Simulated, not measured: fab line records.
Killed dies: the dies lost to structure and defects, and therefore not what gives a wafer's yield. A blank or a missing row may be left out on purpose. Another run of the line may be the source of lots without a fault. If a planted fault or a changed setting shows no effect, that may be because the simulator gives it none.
Which tool did it? | flow nand-harc | Sampling: 11 lots, 33 wafers, 4 of 1302 route steps

## WHAT THE GAUGES READ, wafer by wafer
NHARC_P_ZERO_WELL_CD_MEAS_24: target cd 720 nm. Usual: cd-nm 719.9 nm, standard deviation 1.9.
lot  | measured     | on        | cd-nm (nm)        | flag
L353 | day 1 22:40  | cd-sem-01 | 718.0 722.9 723.5 |
L354 | day 2 08:29  | cd-sem-03 | 720.7 720.8 723.1 |
L355 | day 2 18:28  | cd-sem-01 | 718.6 716.3 719.1 |
L357 | day 3 14:27  | cd-sem-03 | 717.9 718.9 718.9 |
L359 | day 4 10:35  | cd-sem-02 | - - -             | OFF
L360 | day 4 20:26  | cd-sem-01 | - - -             | OFF
L361 | day 5 06:35  | cd-sem-01 | - - -             | OFF
L362 | day 5 16:28  | cd-sem-02 | 719.4 714.1 715.2 |
L370 | day 9 00:32  | cd-sem-02 | 720.6 720.5 719.9 |
L373 | day 10 06:29 | cd-sem-02 | 719.9 719.3 718.1 |
L374 | day 10 16:21 | cd-sem-01 | 720.8 719.6 718.2 |

NHARC_P_ZERO_WELL_INSPECT_43. Usual: raw-defect-count 13, standard deviation 5.8.
lot  | measured     | on                | raw-defect-count              | flag
L353 | day 2 03:30  | defect-inspect-01 | 19 18 18                      |
L354 | day 2 13:37  | defect-inspect-02 | 7 11 9                        |
L355 | day 2 23:32  | defect-inspect-02 | 19 7 6                        |
L357 | day 3 19:33  | defect-inspect-02 | 7 7 14                        |
L359 | day 4 15:34  | defect-inspect-02 | 1031 1081 1082 1033 1080 1092 | OFF
L360 | day 5 01:23  | defect-inspect-01 | 1077 1100 1113 1093 1091 1103 | OFF
L361 | day 5 11:42  | defect-inspect-02 | 1035 1073 1071 1050 1071 1083 | OFF
L362 | day 5 21:19  | defect-inspect-02 | 4 6 5                         |
L370 | day 9 05:38  | defect-inspect-02 | 14 11 24                      |
L373 | day 10 11:23 | defect-inspect-02 | 12 11 17                      |
L374 | day 10 21:20 | defect-inspect-02 | 7 8 8                         |

## WHICH TOOL RAN EACH LOT (tool, then ch and the chambers of the sampled wafers, then the start)
lot  | NHARC_P_ZERO_WELL_ETCH_62                     | NHARC_P_ZERO_WELL_EXPOSE_21
L353 | rie-diel-10 ch 0,1, day 1 22:31 or earlier    | krf-scanner-04 ch 0, day 1 22:31
L354 | rie-diel-10 ch 0,1, day 2 08:19 or earlier    | krf-scanner-04 ch 0, day 2 08:19
L355 | rie-diel-10 ch 0,1,3, day 2 18:18 or earlier  | krf-scanner-01 ch 0, day 2 18:18
L357 | rie-diel-10 ch 0,2,3, day 3 14:17 or earlier  | krf-scanner-04 ch 0, day 3 14:17
L359 | rie-diel-10 ch 1,3, day 4 10:26 or earlier    | krf-scanner-02, day 4 10:26
L360 | rie-diel-01 ch 1,2, day 4 20:16 or earlier    | krf-scanner-02, day 4 20:16
L361 | rie-diel-10 ch 1,2,3, day 5 06:26 or earlier  | krf-scanner-04, day 5 06:26
L362 | rie-diel-10 ch 0,1,3, day 5 16:18 or earlier  | krf-scanner-04 ch 0, day 5 16:18
L370 | rie-diel-10 ch 1,2,3, day 9 00:23 or earlier  | krf-scanner-04 ch 0, day 9 00:23
L373 | rie-diel-01 ch 0,1,2, day 10 06:19 or earlier | krf-scanner-04 ch 0, day 10 06:19
L374 | rie-diel-08 ch 0,3, day 10 16:11 or earlier   | krf-scanner-04 ch 0, day 10 16:11
- NHARC_P_ZERO_WELL_ETCH_62: etches the open film in CHF3/Ar, target depth 13 nm, time 6.5 s.
- NHARC_P_ZERO_WELL_EXPOSE_21: exposes mask P NWELL, target cd 720 nm.

## AS READ BY THE TOOLS THEMSELVES (means over the sampled wafers that have a number; for cases with no such wafer, the mark the record gives instead)
NHARC_P_ZERO_WELL_ETCH_62. Usual: drypump-motor-current-A 5.70 A, standard deviation 0.27; oes-product-au 0.959 a.u., standard deviation 0.018; rf-vpp-V 369.6 V, standard deviation 1.9; showerhead-plenum-p-Torr 2.30 Torr, standard deviation 0.079; throttle-valve-pct 20.218 %, standard deviation 0.0087.
lot  | tool        | drypump-motor-current-A (A) | oes-product-au (a.u.) | rf-vpp-V (V) | showerhead-plenum-p-Torr (Torr) | throttle-valve-pct (%) | flag
L353 | rie-diel-10 | 5.75                        | 0.958                 | 370.6        | 2.31                            | 20.219                 |
L354 | rie-diel-10 | 5.75                        | 0.953                 | 369.9        | 2.31                            | 20.223                 |
L355 | rie-diel-10 | 5.81                        | 0.968                 | 370.7        | 2.32                            | 20.220                 |
L357 | rie-diel-10 | 5.67                        | 0.984                 | 372.3        | 2.38                            | 20.227                 |
L359 | rie-diel-10 | 5.86                        | 0.948                 | 369.8        | 2.33                            | 20.215                 |
L360 | rie-diel-01 | 6.09                        | 0.933                 | 368.7        | 2.30                            | 20.216                 |
L361 | rie-diel-10 | 5.61                        | 0.963                 | 370.1        | 2.33                            | 20.217                 |
L362 | rie-diel-10 | 5.83                        | 0.965                 | 369.5        | 2.31                            | 20.224                 |
L370 | rie-diel-10 | 5.60                        | 0.973                 | 369.4        | 2.32                            | 20.216                 |
L373 | rie-diel-01 | 5.88                        | 0.973                 | 369.3        | 2.30                            | 20.219                 |
L374 | rie-diel-08 | 5.89                        | 0.976                 | 369.5        | 2.27                            | 20.220                 |

NHARC_P_ZERO_WELL_EXPOSE_21. Usual: exposure-dose-mJ-cm2 22.310, standard deviation 0.021; focus-offset-nm 0.0 nm, standard deviation 0.51.
lot  | tool           | exposure-dose-mJ-cm2 | focus-offset-nm (nm) | flag
L353 | krf-scanner-04 | 22.309               | 0.7                  |
L354 | krf-scanner-04 | 22.293               | -0.5                 |
L355 | krf-scanner-01 | 22.280               | -0.0                 |
L357 | krf-scanner-04 | 22.320               | 0.0                  |
L359 | krf-scanner-02 | -                    | -                    | OFF
L360 | krf-scanner-02 | -                    | -                    | OFF
L361 | krf-scanner-04 | -                    | -                    | OFF
L362 | krf-scanner-04 | 22.291               | 0.4                  |
L370 | krf-scanner-04 | 22.286               | 0.4                  |
L373 | krf-scanner-04 | 22.334               | 0.0                  |
L374 | krf-scanner-04 | 22.346               | -0.0                 |

## THE ANSWER, worked out from the rows above alone
Rule: take the mean of a lot's wafers that have a number; if it is more than 3 standard deviations from the usual mean, the lot is off. Also off: a lot with no number at a reading for which 4 or more lots have one. Any other lot the step has rows for is counted as sound. After the gauges, taken in route order, come the tools' own readings; for these a lot's mean is taken, as printed above. The first step at which some lot is off is used, and at that step the reading that is off furthest; a lot without a number counts as furthest.
Off at NHARC_P_ZERO_WELL_CD_MEAS_24 (cd-nm): L359, L360, L361. Without a number there: L359, L360, L361.
If a tool, at a process step before that reading, ran all the lots that are off and no sound lot after the first of them, it fits. The gauges at NHARC_P_ZERO_WELL_CD_MEAS_24 aren't tried: what is off there is off at NHARC_P_ZERO_WELL_INSPECT_43 too, on other tools, and a gauge's error can't cause that. Because NHARC_P_ZERO_WELL_ETCH_62 lacks a start for some lots, the hours and order of its lots are taken from NHARC_P_ZERO_WELL_EXPOSE_21. Not one of the candidates tried fits.

## WHAT WAS PUT IN BY THE SIMULATOR
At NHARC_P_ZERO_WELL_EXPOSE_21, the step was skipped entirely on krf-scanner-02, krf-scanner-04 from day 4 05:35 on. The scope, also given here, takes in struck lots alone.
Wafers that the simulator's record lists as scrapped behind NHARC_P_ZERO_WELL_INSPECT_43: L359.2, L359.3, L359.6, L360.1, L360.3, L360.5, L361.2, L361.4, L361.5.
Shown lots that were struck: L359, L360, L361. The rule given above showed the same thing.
